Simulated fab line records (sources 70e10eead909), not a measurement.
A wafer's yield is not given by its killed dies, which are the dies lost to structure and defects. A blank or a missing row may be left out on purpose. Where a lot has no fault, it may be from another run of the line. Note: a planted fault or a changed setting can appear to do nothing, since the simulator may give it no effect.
Chamber matching | flow nand harc | rie diel-03 running NHARC_A_BONDPAD_ETCH_34: 4 sister chambers
The step etches the open film in N2/H2, target depth 60 nm, overetch 18 nm, time 65.91 s. 4 wafers are shown with their chamber, then 8 later ones without.

## EACH WAFER AND ITS CHAMBER
wafer  | chamber | drypump motor current A (A)
L861.4 | 0       | 5.9
L857.4 | 3       | 5.8
L857.6 | 2       | 5.6
L859.1 | 1       | 5.1

## WAFERS MISSING THEIR CHAMBER
wafer  | drypump motor current A (A)
L859.4 | 5.7
L859.5 | 5.8
L863.2 | 5.9
L863.3 | 5.8
L863.5 | 5.1
L865.2 | 5.9
L865.4 | 5.8
L865.5 | 5.7

## CHAMBER TAKEN BY EACH
wafer  | from the rows above     | in truth
L859.4 | can't be placed: 3 or 2 | 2
L859.5 | 3                       | 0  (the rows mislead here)
L863.2 | 0                       | 0
L863.3 | 3                       | 3
L863.5 | 1                       | 1
L865.2 | 0                       | 0
L865.4 | 3                       | 3
L865.5 | can't be placed: 3 or 2 | 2
Correct placement for 5 of the 8. Cannot be placed on the basis of these rows: 2; the candidates contain the true chamber in 2. Number placed wrongly: 1.
How it was worked out, from the rows above alone: a wafer's distance from a chamber is the root of the sum, over the readings, of the square of ((its reading less the chamber's mean) divided by the reading's scatter). If the next closest chamber is less than 2 further off than the closest, the wafer can't be placed; otherwise it belongs to the closest. Each chamber's mean is taken over the wafers shown for it. The scatter (one wafer shown for each chamber): square how far every hidden wafer sits from the nearest shown wafer, average those squares and take the square root.
